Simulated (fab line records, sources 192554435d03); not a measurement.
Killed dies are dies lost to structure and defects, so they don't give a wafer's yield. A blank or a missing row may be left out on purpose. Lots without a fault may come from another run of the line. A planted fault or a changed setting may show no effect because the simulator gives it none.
fab line records | flow n5_finfet
record lots=24 wafers=72 last_day=17
route steps=1938 shown BEOL_M2@864
lots that met no fault: from a run of the same line without faults
start_h: hours from the record's first day to the start of the lot's first wafer shown | wait_h: hours since the lot's step before | " the same as in the row above | L1.1+2: a row that stands for several wafers | - no value, or no start given | * or withheld: withheld | < > ~ a bound
route shown NAME@n: a module of which the file shows steps, and the number in the route of the first | usual: mean/standard deviation of fault-free wafers | same: alike in all rows | chamber/n: place in a boat | sites: the reading at each site | _std_site: their standard deviation | _edge_site: outer sites' mean less inner sites' | radius_mm: how far each site lies from the wafer's centre | mask NAME#n: copy n | behind: the tool/chamber that last shaped the wafer | hold: why the lot was held/for how many hours/how that ended | device: the transistor (n, p or np) that didn't switch | end of line: the same wafers' tests at the end of the route | a step without rows: its recipe alone | killed: dies lost to structure and defects at the first sort, not the wafer's yield | map: a wafer's dies, x killed, . not, _ none there
set.NAME: the setting as run; set.NAME@STEP: as run at that earlier step | model.NAME: the simulator's own value behind a step, which no gauge read
steps of the route over a sample of lots; a table a step, a row a wafer
services: from which hour (start_h, from the record's first day; less than 0 if before it) a tool's chamber was out of use, for how many hours, and why
## steps
# step N5_BEOL_M2_HM_OPEN_17
# recipe chemistry=Cl2/BCl3 target_depth_a=200 overetch_a=60 target=TiN mask_material=SOC ion_energy_ev=150 pressure_mtorr=10 icp_w=1000 bias_w=126 Cl2_flow_sccm=53.25 bcl3_flow_sccm=21.75 Ar_flow_sccm=25
# usual drypump_motor_current_A=5.9/0.4 oes_product_au=0.69/0.036 rf_fwd_power_W=993/3.6 throttle_valve_pct=22.10/0.14
# columns lot.wafer tool chamber start_h wait_h drypump_motor_current_A oes_product_au rf_fwd_power_W rf_hours_counter_h throttle_valve_pct
L074.3 rie_metal-01 1 139.35 0.1 5.8 0.68 996 - 22.13
L074.5 " 0 " " 5.8 0.67 992 - 22.06
L074.6 " 1 " " 5.8 0.68 992 - 22.14
L075.3 rie_metal-02 1 139.41 0.1 5.2 0.72 988 - 22.14
L075.4 " 0 " " 6.4 0.67 996 - 21.92
L075.6 " 1 " " 5.2 0.72 989 - 22.10
L076.3 rie_metal-03 0 151.04 0.1 6.5 0.73 996 - 22.04
L076.4 " 1 " " 6.1 0.79 994 - 22.47
L076.6 " 1 " " 6.2 0.80 990 - 22.48
L077.2 rie_metal-03 0 154.21 0.0 6.5 0.72 992 20 22.05
L077.5 " 1 " " 6.2 0.79 996 - 22.50
L077.6 " 0 " " 6.5 0.72 993 - 22.04
L078.1 rie_metal-02 0 162.72 0.0 6.3 0.67 992 39 21.90
L078.3 " 0 " " 6.4 0.66 998 - 21.91
L078.6 " 0 " " 6.4 0.67 998 - 21.89
L079.1 rie_metal-02 1 169.43 0.0 5.2 0.72 992 24 22.12
L079.3 " 1 " " 5.2 0.71 989 - 22.12
L079.5 " 1 " " 5.2 0.72 988 - 22.11
L080.1 rie_metal-01 0 170.66 0.0 5.8 0.68 995 40 22.04
L080.2 " 1 " " 5.8 0.67 995 32 22.14
L080.4 " 1 " " 5.8 0.68 994 - 22.13
L081.2 rie_metal-01 0 176.35 0.0 5.8 0.68 993 40 22.07
L081.5 " 1 " " 5.8 0.68 997 - 22.15
L081.6 " 0 " " 5.8 0.68 997 - 22.07
L082.1 rie_metal-01 1 185.63 0.0 5.8 0.66 993 33 22.13
L082.2 " 0 " " 5.8 0.69 996 41 22.06
L082.3 " 0 " " 5.8 0.68 992 - 22.05
L083.3 rie_metal-01 1 188.65 0.1 5.8 0.68 993 - 22.14
L083.4 " 0 " " 5.8 0.68 997 - 22.06
L083.5 " 0 " " 5.8 0.69 998 - 22.07
L084.3 rie_metal-03 0 193.07 0.1 6.4 0.71 989 - 22.06
L084.4 " 0 " " 6.5 0.70 988 - 22.06
L084.6 " 0 " " 6.5 0.72 989 - 22.05
L086.2 rie_metal-02 1 205.02 0.0 5.2 0.71 988 28 22.12
L086.3 " 0 " " 6.3 0.65 992 - 21.91
L086.5 " 1 " " 5.2 0.70 990 - 22.14
L085.2 rie_metal-02 0 208.99 0.0 6.3 0.66 996 44 21.88
L085.4 " 0 " " 6.3 0.66 991 - 21.91
L085.5 " 0 " " 6.4 0.65 989 - 21.89
L087.3 rie_metal-03 1 218.60 0.1 6.2 0.76 990 - 22.51
L087.4 " 0 " " 6.5 0.69 997 - 22.06
L087.5 " 1 " " 6.1 0.75 988 - 22.52
L088.1 rie_metal-01 0 219.15 0.0 5.8 0.67 994 44 22.09
L088.3 " 1 " " 5.8 0.67 997 - 22.14
L088.5 " 0 " " 5.8 0.66 996 - 22.09
L089.1 rie_metal-02 1 224.41 0.0 5.2 0.70 986 30 22.12
L089.5 " 1 " " 5.2 0.70 988 - 22.14
L089.6 " 0 " " 6.4 0.66 987 - 21.89
L090.2 rie_metal-02 1 231.27 0.0 5.2 0.70 993 31 22.15
L090.5 " 0 " " 6.4 0.65 995 - 21.92
L090.6 " 1 " " 5.2 0.70 993 - 22.16
L091.1 rie_metal-01 0 237.63 0.0 5.8 0.68 998 47 22.07
L091.2 " 1 " " 5.8 0.66 995 39 22.15
L091.6 " 0 " " 5.8 0.67 998 - 22.07
L092.1 rie_metal-01 1 243.13 0.0 5.8 0.65 991 40 22.17
L092.3 " 1 " " 5.8 0.65 992 - 22.14
L092.4 " 0 " " 5.8 0.65 996 - 22.08
L093.2 rie_metal-01 0 251.52 0.0 5.8 0.66 999 48 22.09
L093.4 " 1 " " 5.8 0.64 995 - 22.17
L093.5 " 1 " " 5.8 0.65 997 - 22.16
L094.1 rie_metal-01 1 252.26 0.3 5.8 0.65 991 41 22.16
L094.2 " 0 " " 5.8 0.66 998 49 22.09
L094.3 " 0 " " 5.8 0.66 994 - 22.09
L095.2 rie_metal-02 0 255.46 0.0 6.4 0.64 993 49 21.91
L095.3 " 1 " " 5.2 0.69 982 - 22.13
L095.5 " 0 " " 6.4 0.64 989 - 21.93
L096.2 rie_metal-01 0 265.24 0.0 5.8 0.65 998 50 22.11
L096.4 " 0 " " 5.8 0.66 998 - 22.11
L096.5 " 1 " " 5.8 0.65 994 - 22.15
L097.1 rie_metal-03 1 265.74 0.0 6.1 0.73 993 11 22.53
L097.3 " 0 " " 6.4 0.70 988 - 22.06
L097.5 " 1 " " 6.1 0.75 996 - 22.53
# step N5_BEOL_M2_VIA_ETCH_34
# recipe chemistry=C4F6/O2 target_depth_a=694 mask_material=SOC pressure_mtorr=15 ion_energy_ev=250 taper_deg=4 time_s=65.9 source_w=350 bias_w=170 Ar_flow_sccm=300 C4F6_flow_sccm=10 O2_flow_sccm=10
# usual drypump_motor_current_A=5.7/0.51 oes_product_au=0.77/0.062 rf_fwd_power_W=346.8/1.4 rf_vpp_V=660/14 showerhead_plenum_p_Torr=2.89/0.057 throttle_valve_pct=30.8/0.38
# columns lot.wafer tool chamber start_h wait_h drypump_motor_current_A oes_product_au rf_fwd_power_W rf_hours_counter_h rf_vpp_V showerhead_plenum_p_Torr throttle_valve_pct
L074.3 rie_diel-06 1 140.54 0.0 5.7 0.72 345.9 191 658 2.92 30.7
L074.5 " 2 " " 5.5 0.79 347.2 - 646 2.87 30.7
L074.6 " 1 " " 5.7 0.72 346.3 - 658 2.92 30.7
L075.3 rie_diel-05 2 140.62 0.0 4.9 0.75 346.4 172 677 2.94 30.2
L075.4 " 1 " " 6.2 0.86 348.0 67 682 2.89 31.2
L075.6 " 2 " " 4.9 0.75 348.6 - 680 2.94 30.2
L076.3 rie_diel-06 0 152.72 0.0 6.4 0.71 347.5 190 646 2.82 31.3
L076.4 " 3 " " 5.7 0.83 346.7 80 675 2.90 31.2
L076.6 " 2 " " 5.5 0.78 349.4 - 646 2.87 30.7
L077.2 rie_diel-05 0 155.91 0.0 5.5 0.80 346.5 108 675 2.88 31.1
L077.5 " 3 " " 5.5 0.84 348.6 - 656 2.98 30.5
L077.6 " 0 " " 5.5 0.80 346.4 - 675 2.88 31.1
L078.1 rie_diel-05 1 167.68 0.0 6.2 0.84 346.4 79 680 2.89 31.2
L078.3 " 3 " " 5.5 0.83 347.0 86 656 2.98 30.5
L078.6 " 0 " " 5.5 0.79 346.5 - 677 2.87 31.1
L080.1 rie_diel-05 1 175.36 0.0 6.2 0.82 346.2 84 681 2.89 31.2
L080.2 " 3 " " 5.5 0.81 347.0 91 655 2.98 30.5
L080.4 " 2 " " 4.9 0.73 345.5 184 678 2.93 30.2
L079.1 rie_diel-02 1 175.72 0.0 6.3 0.70 344.7 221 659 2.82 30.6
L079.3 " 0 " " 6.5 0.87 346.9 52 659 2.98 30.6
L079.5 " 1 " " 6.3 0.70 345.9 - 658 2.82 30.6
L081.2 rie_diel-06 2 178.41 0.0 5.5 0.77 347.0 116 647 2.86 30.7
L081.5 " 2 " " 5.5 0.76 346.6 - 645 2.86 30.7
L081.6 " 1 " " 5.7 0.70 344.7 - 661 2.91 30.7
L082.1 rie_diel-02 2 187.53 0.0 5.1 0.71 345.8 191 652 2.85 31.4
L082.2 " 1 " " 6.3 0.70 346.8 225 659 2.81 30.6
L082.3 " 3 " " 5.9 0.77 345.4 122 635 2.85 31.0
L083.3 rie_diel-05 2 191.93 0.0 4.9 0.73 347.1 189 679 2.93 30.2
L083.4 " 0 " " 5.5 0.78 348.6 124 676 2.87 31.1
L083.5 " 3 " " 5.5 0.82 350.3 - 657 2.97 30.5
L084.3 rie_diel-05 2 197.66 0.0 4.9 0.72 347.2 192 680 2.93 30.2
L084.4 " 3 " " 5.5 0.81 348.5 98 657 2.97 30.5
L084.6 " 2 " " 4.9 0.72 347.4 - 678 2.93 30.2
L086.2 rie_diel-05 1 209.92 0.0 6.2 0.82 346.0 97 680 2.88 31.2
L086.3 " 0 " " 5.5 0.78 345.3 131 676 2.87 31.1
L086.5 " 3 " " 5.5 0.81 348.4 - 656 2.97 30.5
L085.2 rie_diel-02 2 212.94 0.0 5.1 0.71 346.1 200 650 2.85 31.4
L085.4 " 1 " " 6.3 0.69 348.0 235 658 2.81 30.6
L085.5 " 0 " " 6.5 0.84 347.4 - 659 2.98 30.6
L087.3 rie_diel-05 0 219.77 0.0 5.5 0.76 345.3 134 676 2.87 31.2
L087.4 " 3 " " 5.5 0.80 348.2 106 657 2.97 30.5
L087.5 " 3 " " 5.5 0.79 346.9 - 656 2.97 30.5
L088.1 rie_diel-02 2 220.61 0.0 5.1 0.71 348.1 202 650 2.84 31.5
L088.3 " 1 " " 6.2 0.69 346.2 237 656 2.81 30.6
L088.5 " 1 " " 6.2 0.69 346.3 - 659 2.81 30.6
L089.1 rie_diel-06 1 226.33 0.0 5.7 0.68 345.4 223 658 2.90 30.7
L089.5 " 0 " " 6.4 0.69 347.7 - 644 2.81 31.3
L089.6 " 1 " " 5.7 0.69 346.9 - 658 2.90 30.7
L090.2 rie_diel-02 0 232.35 0.0 6.5 0.84 347.7 75 658 2.97 30.6
L090.5 " 3 " " 5.8 0.75 345.4 - 634 2.84 31.0
L090.6 " 1 " " 6.3 0.69 347.9 - 657 2.81 30.7
L091.1 rie_diel-02 2 245.80 0.0 5.1 0.71 348.0 205 651 2.84 31.5
L091.2 " 0 " " 6.5 0.84 347.7 79 661 2.97 30.6
L091.6 " 1 " " 6.3 0.69 346.7 - 657 2.80 30.7
L092.1 rie_diel-05 1 250.40 0.0 6.2 0.80 345.7 112 681 2.87 31.2
L092.3 " 0 " " 5.5 0.76 347.2 145 673 2.86 31.2
L092.4 " 3 " " 5.5 0.79 347.6 117 655 2.96 30.5
L093.2 rie_diel-02 2 256.18 0.0 5.1 0.69 347.1 210 651 2.84 31.5
L093.4 " 2 " " 5.1 0.70 348.6 - 651 2.84 31.5
L093.5 " 0 " " 6.5 0.81 348.5 - 658 2.97 30.6
L094.1 rie_diel-05 3 256.67 0.0 5.5 0.78 347.4 120 657 2.96 30.5
L094.2 " 2 " " 4.9 0.70 348.1 215 678 2.92 30.3
L094.3 " 1 " " 6.2 0.79 347.1 115 680 2.87 31.2
L095.2 rie_diel-02 2 257.15 0.0 5.1 0.70 346.5 211 651 2.84 31.5
L095.3 " 0 " " 6.5 0.82 346.3 85 660 2.97 30.6
L095.5 " 2 " " 5.1 0.69 348.0 - 650 2.84 31.5
L096.2 rie_diel-02 3 272.34 0.0 5.9 0.72 345.4 154 633 2.84 31.0
L096.4 " 1 " " 6.3 1.00 345.6 0 657 2.80 30.2
L096.5 " 2 " " 5.1 0.70 346.5 - 650 2.84 31.5
L097.1 rie_diel-02 0 273.39 0.0 6.6 0.81 346.5 91 658 2.96 30.6
L097.3 " 3 " " 5.9 0.73 343.4 155 634 2.84 31.0
L097.5 " 2 " " 5.1 0.69 346.8 - 651 2.84 31.5
# step N5_BEOL_M2_STRIP_36
# recipe chemistry=N2/H2 power_w=450 temp_c=40 pressure_mtorr=20 rf_frequency_hz=6e+07 overash_fraction=0.3 bias_power_w=7 h2_frac=0.5 n2_flow_sccm=200 h2_flow_sccm=200
# usual drypump_motor_current_A=5.7/0.51 oes_product_au=0.77/0.063 rf_vpp_V=59.1/1.5 showerhead_plenum_p_Torr=2.58/0.066 temp_c=40.00/0.1 throttle_valve_pct=23.70/0.27
# columns lot.wafer tool chamber start_h wait_h drypump_motor_current_A oes_product_au rf_hours_counter_h rf_vpp_V showerhead_plenum_p_Torr temp_c throttle_valve_pct
L074.3 rie_diel-06 1 140.60 0.0 5.7 0.70 191 58.3 2.62 39.95 23.44
L074.5 " 2 " " 5.5 0.81 - 59.0 2.57 39.93 23.56
L074.6 " 1 " " 5.7 0.71 - 58.5 2.62 40.15 23.43
L075.3 rie_diel-05 2 140.68 0.0 4.9 0.74 172 59.1 2.64 39.91 23.39
L075.4 " 1 " " 6.2 0.86 67 59.9 2.57 40.14 23.96
L075.6 " 2 " " 4.9 0.75 - 59.4 2.64 39.99 23.40
L076.3 rie_diel-06 0 152.78 0.0 6.4 0.71 190 60.4 2.51 39.90 24.24
L076.4 " 3 " " 5.7 0.84 80 58.7 2.56 40.03 23.78
L076.6 " 2 " " 5.5 0.78 - 60.0 2.56 39.99 23.58
L077.2 rie_diel-05 0 155.97 0.0 5.5 0.80 108 58.4 2.54 40.21 23.54
L077.5 " 3 " " 5.5 0.82 - 60.1 2.66 40.11 23.39
L077.6 " 0 " " 5.5 0.80 - 59.5 2.54 40.16 23.53
L078.1 rie_diel-05 1 167.74 0.0 6.2 0.83 79 61.0 2.57 39.97 23.97
L078.3 " 3 " " 5.5 0.82 86 60.6 2.66 39.95 23.41
L078.6 " 0 " " 5.5 0.79 - 59.6 2.54 40.02 23.53
L080.1 rie_diel-05 1 175.42 0.0 6.2 0.84 84 58.7 2.56 39.92 23.98
L080.2 " 3 " " 5.4 0.83 91 59.7 2.66 40.14 23.41
L080.4 " 2 " " 4.9 0.74 184 61.8 2.64 39.92 23.41
L079.1 rie_diel-02 1 175.78 0.0 6.2 0.71 221 60.6 2.52 39.88 23.54
L079.3 " 0 " " 6.5 0.87 52 58.3 2.71 39.98 23.85
L079.5 " 1 " " 6.3 0.71 - 60.2 2.52 39.82 23.56
L081.2 rie_diel-06 2 178.47 0.0 5.5 0.77 116 60.4 2.56 40.02 23.57
L081.5 " 2 " " 5.5 0.78 - 60.5 2.56 39.98 23.58
L081.6 " 1 " " 5.7 0.69 - 59.4 2.61 40.00 23.47
L082.1 rie_diel-02 2 187.59 0.0 5.1 0.71 191 57.0 2.51 39.93 23.90
L082.2 " 1 " " 6.3 0.71 225 59.1 2.52 39.98 23.54
L082.3 " 3 " " 5.9 0.76 122 57.6 2.55 40.03 24.00
L083.3 rie_diel-05 2 191.99 0.0 4.9 0.74 189 57.8 2.64 40.00 23.41
L083.4 " 0 " " 5.5 0.78 124 58.6 2.54 39.93 23.53
L083.5 " 3 " " 5.5 0.81 - 61.2 2.66 40.01 23.43
L084.3 rie_diel-05 2 197.72 0.0 4.9 0.74 192 57.9 2.63 40.21 23.39
L084.4 " 3 " " 5.5 0.82 98 58.8 2.66 39.95 23.42
L084.6 " 2 " " 4.9 0.74 - 59.9 2.63 40.10 23.43
L086.2 rie_diel-05 1 209.98 0.0 6.2 0.82 97 58.7 2.56 40.03 23.99
L086.3 " 0 " " 5.5 0.77 131 60.4 2.53 39.95 23.57
L086.5 " 3 " " 5.5 0.81 - 60.0 2.65 39.97 23.39
L085.2 rie_diel-02 2 213.00 0.0 5.1 0.71 200 59.6 2.51 40.11 23.92
L085.4 " 1 " " 6.3 0.70 235 59.0 2.51 40.10 23.56
L085.5 " 0 " " 6.5 0.85 - 57.9 2.70 40.10 23.87
L087.3 rie_diel-05 0 219.83 0.0 5.5 0.78 134 58.7 2.53 39.83 23.57
L087.4 " 3 " " 5.5 0.80 106 59.7 2.65 40.12 23.45
L087.5 " 3 " " 5.5 0.80 - 60.9 2.65 39.93 23.46
L088.1 rie_diel-02 2 220.67 0.0 5.1 0.72 202 55.2 2.51 40.06 23.90
L088.3 " 1 " " 6.3 0.70 237 60.6 2.51 39.87 23.58
L088.5 " 1 " " 6.3 0.70 - 57.9 2.51 39.80 23.57
L089.1 rie_diel-06 1 226.39 0.0 5.7 0.68 223 60.6 2.61 39.97 23.51
L089.5 " 0 " " 6.4 0.69 - 60.7 2.50 40.08 24.30
L089.6 " 1 " " 5.7 0.68 - 60.0 2.61 39.99 23.52
L090.2 rie_diel-02 0 232.42 0.0 6.6 0.82 75 60.4 2.70 39.98 23.90
L090.5 " 3 " " 5.9 0.74 - 59.8 2.54 39.94 24.02
L090.6 " 1 " " 6.3 0.70 - 61.3 2.51 39.93 23.57
L091.1 rie_diel-02 2 245.86 0.0 5.1 0.71 205 59.3 2.51 40.04 23.90
L091.2 " 0 " " 6.5 0.83 79 56.9 2.70 40.04 23.88
L091.6 " 1 " " 6.3 0.68 - 59.5 2.51 40.13 23.58
L092.1 rie_diel-05 1 250.46 0.0 6.2 0.81 112 58.8 2.55 39.92 24.00
L092.3 " 0 " " 5.5 0.76 145 58.7 2.53 39.97 23.57
L092.4 " 3 " " 5.4 0.78 117 59.6 2.65 40.05 23.45
L093.2 rie_diel-02 2 256.24 0.0 5.1 0.70 210 58.3 2.51 39.99 23.93
L093.4 " 2 " " 5.1 0.70 - 57.7 2.50 39.91 23.93
L093.5 " 0 " " 6.5 0.82 - 58.3 2.69 40.07 23.87
L094.1 rie_diel-05 3 256.73 0.0 5.5 0.78 120 60.7 2.65 39.91 23.45
L094.2 " 2 " " 4.9 0.70 215 60.0 2.62 40.07 23.46
L094.3 " 1 " " 6.2 0.81 115 56.7 2.55 39.88 24.05
L095.2 rie_diel-02 2 257.21 0.0 5.1 0.70 211 57.5 2.50 39.77 23.93
L095.3 " 0 " " 6.5 0.82 85 59.5 2.69 39.84 23.89
L095.5 " 2 " " 5.1 0.70 - 58.9 2.50 39.73 23.97
L096.2 rie_diel-02 3 272.40 0.0 5.9 0.74 154 58.1 2.54 39.97 24.05
L096.4 " 1 " " 6.3 1.00 0 56.1 2.51 39.97 23.08
L096.5 " 2 " " 5.1 0.70 - 59.6 2.50 40.05 23.94
L097.1 rie_diel-02 0 273.45 0.0 6.5 0.81 91 62.0 2.69 39.84 23.90
L097.3 " 3 " " 5.9 0.73 155 59.3 2.54 39.95 24.06
L097.5 " 2 " " 5.1 0.70 - 57.5 2.50 39.90 23.92
# step N5_BEOL_M2_DEGAS_44
# recipe ambient=vacuum temp_c=250 time_s=60
# usual heater_power_w=317/21 susceptor_temp_C=250.01/0.17
# columns lot.wafer tool chamber start_h wait_h heater_power_w susceptor_temp_C
L074.3 pvd_sputter-03 - 141.27 0.3 350 250.35
L074.5 " - " " 347 250.09
L074.6 " - " " 318 250.11
L075.3 pvd_sputter-03 - 141.43 0.4 368 250.08
L075.4 " - " " 348 250.17
L075.6 " - " " 361 250.00
L076.3 pvd_sputter-03 - 153.90 0.8 346 249.91
L076.4 " - " " 322 250.16
L076.6 " - " " 322 249.80
L077.2 pvd_sputter-02 - 156.45 0.1 288 249.95
L077.5 " - " " 329 250.11
L077.6 " - " " 287 249.95
L078.1 pvd_sputter-01 - 168.40 0.3 313 250.08
L078.3 " - " " 324 250.15
L078.6 " - " " 316 250.08
L080.1 pvd_sputter-03 - 175.85 0.1 367 249.85
L080.2 " - " " 318 249.98
L080.4 " - " " 344 249.93
L079.1 pvd_sputter-02 - 176.48 0.4 293 250.06
L079.3 " - " " 288 250.16
L079.5 " - " " 289 250.18
L081.2 pvd_sputter-01 - 179.09 0.3 323 250.23
L081.5 " - " " 326 250.16
L081.6 " - " " 300 250.33
L082.1 pvd_sputter-02 - 188.35 0.4 322 250.24
L082.2 " - " " 329 250.06
L082.3 " - " " 297 250.20
L083.3 pvd_sputter-02 - 192.75 0.4 279 250.13
L083.4 " - " " 292 249.89
L083.5 " - " " 318 250.09
L084.3 pvd_sputter-02 - 198.43 0.3 314 250.03
L084.4 " - " " 287 249.74
L084.6 " - " " 287 250.12
L086.2 pvd_sputter-01 - 210.53 0.2 307 250.11
L086.3 " - " " 320 250.33
L086.5 " - " " 326 249.95
L085.2 pvd_sputter-01 - 213.49 0.1 300 249.90
L085.4 " - " " 334 250.04
L085.5 " - " " 336 250.33
L087.3 pvd_sputter-02 - 220.31 0.0 315 250.07
L087.4 " - " " 319 249.82
L087.5 " - " " 320 250.07
L088.1 pvd_sputter-03 - 221.60 0.6 318 249.96
L088.3 " - " " 358 249.84
L088.5 " - " " 290 250.12
L089.1 pvd_sputter-02 - 226.95 0.0 291 250.32
L089.5 " - " " 292 249.94
L089.6 " - " " 320 249.83
L090.2 pvd_sputter-03 - 233.33 0.5 334 250.06
L090.5 " - " " 330 250.07
L090.6 " - " " 339 249.94
L091.1 pvd_sputter-01 - 246.48 0.3 330 249.88
L091.2 " - " " 306 250.13
L091.6 " - " " 331 249.94
L092.1 pvd_sputter-01 - 250.94 0.1 302 250.18
L092.3 " - " " 329 250.09
L092.4 " - " " 317 249.94
L093.2 pvd_sputter-03 - 256.85 0.3 347 250.05
L093.4 " - " " 324 250.13
L093.5 " - " " 341 250.07
L094.1 pvd_sputter-02 - 257.19 0.1 308 250.05
L094.2 " - " " 287 250.23
L094.3 " - " " 283 250.30
L095.2 pvd_sputter-01 - 258.15 0.6 339 250.06
L095.3 " - " " 325 250.08
L095.5 " - " " 321 249.73
L096.2 pvd_sputter-02 - 273.35 0.6 284 249.92
L096.4 " - " " 290 250.01
L096.5 " - " " 314 249.73
L097.1 pvd_sputter-01 - 273.84 0.0 307 249.87
L097.3 " - " " 329 250.05
L097.5 " - " " 307 250.04
# step N5_BEOL_M2_SPUTTER_86
# recipe material=Cu target_thk_a=45 temp_c=-20 chamber_pressure_pa=0.07 power_w=withheld time_s=8.29
# usual susceptor_temp_C=-20.00/0.099 throttle_valve_pct=29.8/1.4
# columns lot.wafer tool chamber start_h wait_h susceptor_temp_C throttle_valve_pct
L074.3 pvd_sputter-01 - 142.73 0.1 -19.94 29.3
L074.5 " - " " -20.26 31.2
L074.6 " - " " -20.05 30.4
L075.3 pvd_sputter-02 - 144.30 0.1 -20.10 29.6
L075.4 " - " " -19.91 30.2
L075.6 " - " " -19.81 28.8
L076.3 pvd_sputter-01 - 155.28 0.1 -20.00 31.3
L076.4 " - " " -19.96 31.3
L076.6 " - " " -19.93 30.7
L077.2 pvd_sputter-01 - 159.68 0.1 -19.96 29.5
L077.5 " - " " -19.86 31.0
L077.6 " - " " -20.03 29.4
L078.1 pvd_sputter-02 - 169.68 0.1 -20.11 28.8
L078.3 " - " " -19.99 30.0
L078.6 " - " " -19.99 29.7
L080.1 pvd_sputter-02 - 177.22 0.1 -19.97 29.8
L080.2 " - " " -19.78 30.0
L080.4 " - " " -19.96 28.8
L079.1 pvd_sputter-03 - 177.75 0.1 -19.78 31.9
L079.3 " - " " -20.13 30.2
L079.5 " - " " -19.98 30.2
L081.2 pvd_sputter-03 - 180.45 0.1 -20.08 30.2
L081.5 " - " " -20.15 29.8
L081.6 " - " " -20.05 30.0
L082.1 pvd_sputter-02 - 189.97 0.1 -19.86 29.8
L082.2 " - " " -20.04 30.1
L082.3 " - " " -19.93 28.7
L083.3 pvd_sputter-02 - 194.23 0.1 -19.97 28.8
L083.4 " - " " -19.88 27.1
L083.5 " - " " -19.97 29.7
L084.3 pvd_sputter-01 - 199.70 0.1 -20.02 30.4
L084.4 " - " " -20.12 28.8
L084.6 " - " " -19.97 28.9
L086.2 pvd_sputter-03 - 212.09 0.1 -19.98 30.6
L086.3 " - " " -20.25 30.0
L086.5 " - " " -20.03 30.2
L085.2 pvd_sputter-01 - 216.41 0.1 -20.09 30.9
L085.4 " - " " -19.96 28.8
L085.5 " - " " -20.02 30.7
L087.3 pvd_sputter-02 - 221.66 0.1 -19.99 30.1
L087.4 " - " " -20.03 29.5
L087.5 " - " " -19.85 26.8
L088.1 pvd_sputter-03 - 223.10 0.1 -20.13 30.0
L088.3 " - " " -19.95 29.9
L088.5 " - " " -19.98 30.4
L089.1 pvd_sputter-01 - 228.20 0.1 -19.96 29.1
L089.5 " - " " -19.97 29.7
L089.6 " - " " -20.11 30.7
L090.2 pvd_sputter-03 - 234.67 0.1 -19.99 29.9
L090.5 " - " " -20.04 30.3
L090.6 " - " " -20.09 32.2
L091.1 pvd_sputter-02 - 249.20 0.1 -19.76 29.8
L091.2 " - " " -20.06 30.2
L091.6 " - " " -19.91 29.9
L092.1 pvd_sputter-01 - 252.28 0.1 -19.82 29.4
L092.3 " - " " -19.84 29.1
L092.4 " - " " -19.95 31.3
L093.2 pvd_sputter-02 - 258.17 0.1 -19.94 28.7
L093.4 " - " " -19.97 26.7
L093.5 " - " " -20.07 30.3
L094.1 pvd_sputter-01 - 259.07 0.1 -20.07 29.3
L094.2 " - " " -20.02 30.9
L094.3 " - " " -19.79 31.3
L095.2 pvd_sputter-03 - 260.38 0.1 -20.16 29.9
L095.3 " - " " -20.12 29.9
L095.5 " - " " -20.14 30.3
L096.2 pvd_sputter-02 - 274.57 0.1 -20.03 28.7
L096.4 " - " " -19.94 29.8
L096.5 " - " " -20.08 26.8
L097.1 pvd_sputter-01 - 276.66 0.1 -20.15 31.2
L097.3 " - " " -20.00 30.9
L097.5 " - " " -20.02 30.7
# step N5_BEOL_M2_ANNEAL_95
# recipe temp_c=400 time_s=240 ambient=vacuum
# usual heater_power_w=790/54 susceptor_temp_C=400.01/0.23
# columns lot.wafer tool chamber start_h wait_h heater_power_w susceptor_temp_C
L074.3 pvd_sputter-01 - 143.69 0.0 814 400.01
L074.5 " - " " 782 400.20
L074.6 " - " " 802 399.87
L075.3 pvd_sputter-02 - 145.26 0.0 801 400.01
L075.4 " - " " 724 399.70
L075.6 " - " " 819 400.03
L076.3 pvd_sputter-01 - 156.24 0.0 801 399.74
L076.4 " - " " 812 399.92
L076.6 " - " " 816 400.37
L077.2 pvd_sputter-01 - 160.64 0.0 819 399.79
L077.5 " - " " 797 400.19
L077.6 " - " " 850 399.86
L078.1 pvd_sputter-02 - 170.64 0.0 821 399.70
L078.3 " - " " 776 399.86
L078.6 " - " " 798 399.79
L080.1 pvd_sputter-02 - 178.18 0.0 790 400.44
L080.2 " - " " 709 400.04
L080.4 " - " " 822 400.11
L079.1 pvd_sputter-03 - 178.71 0.0 851 400.04
L079.3 " - " " 794 400.00
L079.5 " - " " 812 400.11
L081.2 pvd_sputter-03 - 181.41 0.0 815 400.00
L081.5 " - " " 803 400.13
L081.6 " - " " 707 399.90
L082.1 pvd_sputter-02 - 190.93 0.0 767 400.24
L082.2 " - " " 723 399.72
L082.3 " - " " 822 400.22
L083.3 pvd_sputter-02 - 195.19 0.0 814 400.38
L083.4 " - " " 708 400.01
L083.5 " - " " 796 400.59
L084.3 pvd_sputter-01 - 200.66 0.0 798 399.83
L084.4 " - " " 768 400.06
L084.6 " - " " 741 400.04
L086.2 pvd_sputter-03 - 213.05 0.0 914 399.85
L086.3 " - " " 721 399.98
L086.5 " - " " 954 399.87
L085.2 pvd_sputter-01 - 217.37 0.0 809 399.87
L085.4 " - " " 737 399.96
L085.5 " - " " 815 399.75
L087.3 pvd_sputter-02 - 222.62 0.0 731 399.86
L087.4 " - " " 775 399.45
L087.5 " - " " 716 399.93
L088.1 pvd_sputter-03 - 224.06 0.0 728 400.10
L088.3 " - " " 824 400.00
L088.5 " - " " 831 399.86
L089.1 pvd_sputter-01 - 229.16 0.0 746 400.02
L089.5 " - " " 827 399.92
L089.6 " - " " 812 400.00
L090.2 pvd_sputter-03 - 235.63 0.0 718 400.06
L090.5 " - " " 909 400.41
L090.6 " - " " 855 399.90
L091.1 pvd_sputter-02 - 250.16 0.0 805 400.17
L091.2 " - " " 740 400.09
L091.6 " - " " 762 400.30
L092.1 pvd_sputter-01 - 253.24 0.0 837 399.98
L092.3 " - " " 777 399.79
L092.4 " - " " 793 399.77
L093.2 pvd_sputter-02 - 259.13 0.0 820 399.90
L093.4 " - " " 722 399.75
L093.5 " - " " 741 400.29
L094.1 pvd_sputter-01 - 260.03 0.0 837 399.52
L094.2 " - " " 816 399.82
L094.3 " - " " 799 400.50
L095.2 pvd_sputter-03 - 261.34 0.0 703 400.08
L095.3 " - " " 815 400.00
L095.5 " - " " 702 400.00
L096.2 pvd_sputter-02 - 275.53 0.0 818 400.46
L096.4 " - " " 779 399.87
L096.5 " - " " 708 400.28
L097.1 pvd_sputter-01 - 277.62 0.0 797 400.25
L097.3 " - " " 818 400.20
L097.5 " - " " 803 399.94
## services
# columns tool chamber start_h hours kind
pvd_sputter-02 - 124.06 2.1 repair
rie_metal-02 - 141.53 14.6 pm
rie_diel-02 - 156.72 16.8 repair
rie_diel-06 1 161.09 4.9 repair
rie_diel-05 2 164.28 5.6 repair
rie_metal-03 1 181.20 12.1 repair
rie_diel-06 3 211.16 15.1 repair
rie_diel-02 2 226.34 13.2 repair
rie_diel-06 1 233.21 4.6 repair
rie_diel-06 - 242.52 0.3 repair
rie_metal-03 - 249.95 2.8 pm
rie_diel-02 1 251.75 - clean
rie_diel-02 1 251.75 - consumable_replace:focus_ring
rie_diel-02 1 251.75 19.5 scheduled_down
rie_diel-02 1 251.75 19.5 vent_cycle
## key
fault none
